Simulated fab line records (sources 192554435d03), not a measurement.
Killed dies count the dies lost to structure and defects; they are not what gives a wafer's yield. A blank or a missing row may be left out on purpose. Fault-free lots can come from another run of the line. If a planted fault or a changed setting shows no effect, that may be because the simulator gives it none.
Which of the tools did it?    flow n5_finfet    Sampling: 9 lots, 27 wafers, 5 of 1938 route steps

== WHAT THE GAUGES READ, wafer by wafer ==
N5_PMOS_HMC_CHANNEL_EPI_INSPECT_11: inspects for defects (macro).
lot   measured     on                 raw_defect_count
L117  day 2 17:26  defect_inspect-01  0 4 0
L118  day 3 02:40  defect_inspect-01  0 3 1
L119  day 3 06:55  defect_inspect-01  0 0 2
L120  day 3 12:47  defect_inspect-01  3 1 3
L123  day 4 05:14  defect_inspect-02  3 1 1
L124  day 4 11:06  defect_inspect-01  2 6 2
L125  day 4 16:58  defect_inspect-02  2 3 0
L128  day 5 11:10  defect_inspect-02  4 4 1
L136  day 7 11:18  defect_inspect-01  2 4 2

N5_BEOL_M4_RC_MEAS_101.
lot   measured      on         CJ_P            DIBL_N (mV/V)   DIBL_P (mV/V)   IOFF_N (nA/um)  IOFF_P (nA/um)  ION_N (uA/um)  ION_P (uA/um)  SS_N (mV/dec)   SS_P (mV/dec)   VT_N (mV)    VT_P (mV)
L117  day 9 00:44   prober-01  5.53 5.75 5.76  32.4 32.1 34.7  31.1 31.3 33.8  0.10 0.10 0.13  0.14 0.14 0.18  662 648 674    457 454 465    71.0 70.5 71.4  72.7 72.4 74.1  259 260 255  -258 -257 -251
L118  day 9 03:22   prober-01  6.19 5.77 5.74  38.7 36.1 33.1  39.3 35.5 32.3  0.21 0.16 0.12  0.26 0.19 0.16  690 675 662    471 459 452    72.2 72.4 71.2  74.5 73.7 72.1  245 249 252  -249 -251 -253
L119  day 9 19:13   prober-01  6.06 5.72 5.92  43.9 41.1 37.2  43.5 40.2 35.3  0.29 0.22 0.14  0.34 0.26 0.19  693 687 684    471 469 467    72.5 72.6 71.3  75.3 74.2 73.0  245 243 252  -245 -247 -255
L120  day 9 22:17   prober-01  5.78 5.91 5.81  36.5 34.2 35.0  35.6 34.0 34.3  0.15 0.13 0.13  0.20 0.19 0.19  672 682 673    462 473 465    71.5 70.9 70.7  73.3 72.4 72.6  249 253 251  -249 -250 -249
L123  day 10 11:47  prober-01  5.70 6.26 5.80  32.1 37.1 35.9  32.0 37.1 37.0  0.11 0.16 0.15  0.13 0.19 0.20  679 687 676    457 463 453    70.8 72.5 71.3  71.7 72.6 72.6  251 250 247  -258 -254 -252
L124  day 10 14:30  prober-01  6.17 5.72 6.27  38.5 32.9 37.7  36.9 30.5 36.0  0.16 0.09 0.16  0.26 0.17 0.25  684 639 674    475 447 474    71.2 70.3 71.4  73.7 72.9 73.6  248 257 248  -247 -250 -245
L125  day 11 07:26  prober-01  4.14 4.58 4.48  35.2 34.9 35.5  36.8 35.1 36.9  0.15 0.14 0.15  0.21 0.18 0.21  673 681 666    461 467 457    71.2 71.4 71.6  72.7 72.6 73.5  249 250 246  -248 -249 -253
L128  day 12 00:31  prober-01  4.83 4.72 4.52  35.9 34.5 33.3  35.2 35.5 33.3  0.14 0.14 0.10  0.18 0.19 0.17  670 656 632    460 454 440    71.9 71.3 71.4  73.4 74.4 74.0  253 248 254  -256 -255 -258
L136  day 13 18:21  prober-02  6.18 5.90 5.85  36.0 35.7 35.6  37.0 36.7 37.8  0.18 0.18 0.19  0.25 0.25 0.28  684 693 700    464 475 491    71.0 71.2 71.5  73.4 73.6 74.2  245 244 245  -248 -245 -245

== WHAT TOOL EACH LOT RAN ON (gives the tool, then ch and the chambers of the sampled wafers, and finally the start) ==
lot   N5_ZERO_LAYER_DESCUM_16            N5_WELL_APT_IMPLANT_15          N5_PMOS_HMC_CHANNEL_EPI_DESCUM_14
L117  rie_diel-02 ch 0,2,3, day 2 12:42  implanter-02 ch 0, day 2 14:06  rie_diel-05 ch 0,1, day 2 17:28
L118  rie_diel-05 ch 1,3, day 2 18:49    implanter-01 ch 0, day 2 21:49  rie_diel-03 ch 2,3, day 3 02:42
L119  rie_diel-05 ch 1,2, day 3 00:50    implanter-02 ch 0, day 3 03:32  rie_diel-02 ch 0,2,3, day 3 07:01
L120  rie_diel-02 ch 0,1,2, day 3 06:53  implanter-01 ch 0, day 3 09:15  rie_diel-03 ch 0,2, day 3 12:49
L123  rie_diel-02 ch 0,2, day 4 00:42    implanter-01 ch 0, day 4 02:14  rie_diel-05 ch 0,1,3, day 4 05:16
L124  rie_diel-03 ch 0,1,3, day 4 06:41  implanter-01 ch 0, day 4 07:55  rie_diel-02 ch 1,2,3, day 4 11:17
L125  rie_diel-03 ch 2,3, day 4 12:41    implanter-01 ch 0, day 4 13:58  rie_diel-05 ch 0,1, day 4 17:00
L128  rie_diel-03 ch 0,1,3, day 5 06:41  implanter-01 ch 0, day 5 07:59  rie_diel-02 ch 1,2, day 5 11:12
L136  rie_diel-05 ch 0,2, day 7 06:41    implanter-02 ch 0, day 7 08:05  rie_diel-02 ch 0,1,2, day 7 11:28
- N5_ZERO_LAYER_DESCUM_16: chemistry O2, time 7.9 s.
- N5_WELL_APT_IMPLANT_15
- N5_PMOS_HMC_CHANNEL_EPI_DESCUM_14: chemistry O2, time 7.9 s.

== WHAT THE TOOLS THEMSELVES READ (means of the sampled wafers that have a number; where no wafer has one, the mark that the record gives instead) ==
N5_ZERO_LAYER_DESCUM_16.
lot   tool         drypump_motor_current_A (A)  oes_product_au (a.u.)  rf_vpp_V (V)  showerhead_plenum_p_Torr (Torr)  throttle_valve_pct (%)
L117  rie_diel-02  5.8                          0.84                   243.5         2.11                             20.44
L118  rie_diel-05  6.2                          0.84                   242.8         2.11                             20.52
L119  rie_diel-05  5.8                          0.84                   244.3         2.15                             20.18
L120  rie_diel-02  5.8                          0.86                   242.6         2.08                             20.31
L123  rie_diel-02  5.8                          0.88                   242.8         2.10                             20.26
L124  rie_diel-03  5.6                          0.80                   242.7         2.11                             20.46
L125  rie_diel-03  6.3                          0.81                   243.4         2.15                             20.32
L128  rie_diel-03  5.6                          0.79                   242.9         2.11                             20.48
L136  rie_diel-05  5.9                          0.79                   242.6         2.10                             20.25

N5_WELL_APT_IMPLANT_15.
lot   tool          beam_energy_keV  end_station_pressure_torr (Torr)
L117  implanter-02  24.994           5.01e-06
L118  implanter-01  25.004           4.98e-06
L119  implanter-02  24.996           5.16e-06
L120  implanter-01  25.000           5.10e-06
L123  implanter-01  24.992           5.23e-06
L124  implanter-01  24.991           4.97e-06
L125  implanter-01  41.607           5.09e-06
L128  implanter-01  41.607           5.47e-06
L136  implanter-02  25.000           5.12e-06

N5_PMOS_HMC_CHANNEL_EPI_DESCUM_14.
lot   tool         drypump_motor_current_A (A)  oes_product_au (a.u.)  rf_vpp_V (V)  showerhead_plenum_p_Torr (Torr)  throttle_valve_pct (%)
L117  rie_diel-05  5.7                          0.78                   243.5         2.14                             20.16
L118  rie_diel-03  6.3                          0.83                   243.4         2.15                             20.30
L119  rie_diel-02  5.7                          0.84                   242.9         2.11                             20.45
L120  rie_diel-03  5.6                          0.78                   242.7         2.14                             20.48
L123  rie_diel-05  5.9                          0.80                   243.4         2.10                             20.36
L124  rie_diel-02  5.9                          0.79                   242.5         2.09                             20.52
L125  rie_diel-05  5.7                          0.76                   244.5         2.13                             20.19
L128  rie_diel-02  6.0                          0.80                   242.2         2.06                             20.39
L136  rie_diel-02  5.9                          0.81                   243.1         2.07                             20.37

== THE ANSWER, worked out from the rows above alone ==
Rule: the usual values come from the lots themselves. The widest of any qualifying gaps counts: lots, ordered by their means at a reading, are off when they make up no more than a third of the lots, leave a main group of 4 or more, and stand apart from it by 3 or more times the standard deviation of that group's means. A main group is skipped when, at the precision printed for the reading in the tables above, its means are all equal. Also off: a lot with no number at a reading for which 4 or more lots have one. The other lots that the step has rows for count as sound. The gauges are gone through in route order, then the tools' own readings, and for those a lot's mean is taken as printed above. The first step at which some lot is off is used, and at that step the reading that is off furthest; a lot without a number counts as furthest.
Off: at N5_BEOL_M4_RC_MEAS_101 (CJ_P), L125, L128. Mean 5.89 and standard deviation 0.11 in the main group.
If a tool, at a process step before that reading, ran all the lots that are off and no sound lot after the first of them, it fits. Not tried: the gauges at N5_BEOL_M4_RC_MEAS_101; whatever is off there is also off at N5_WELL_APT_IMPLANT_15, on other tools, and gauge error can't account for it. This does not decide it: 2 tools fit, namely rie_diel-03 at N5_ZERO_LAYER_DESCUM_16 and implanter-01 at N5_WELL_APT_IMPLANT_15.

== WHAT HAD BEEN PUT IN BY THE SIMULATOR ==
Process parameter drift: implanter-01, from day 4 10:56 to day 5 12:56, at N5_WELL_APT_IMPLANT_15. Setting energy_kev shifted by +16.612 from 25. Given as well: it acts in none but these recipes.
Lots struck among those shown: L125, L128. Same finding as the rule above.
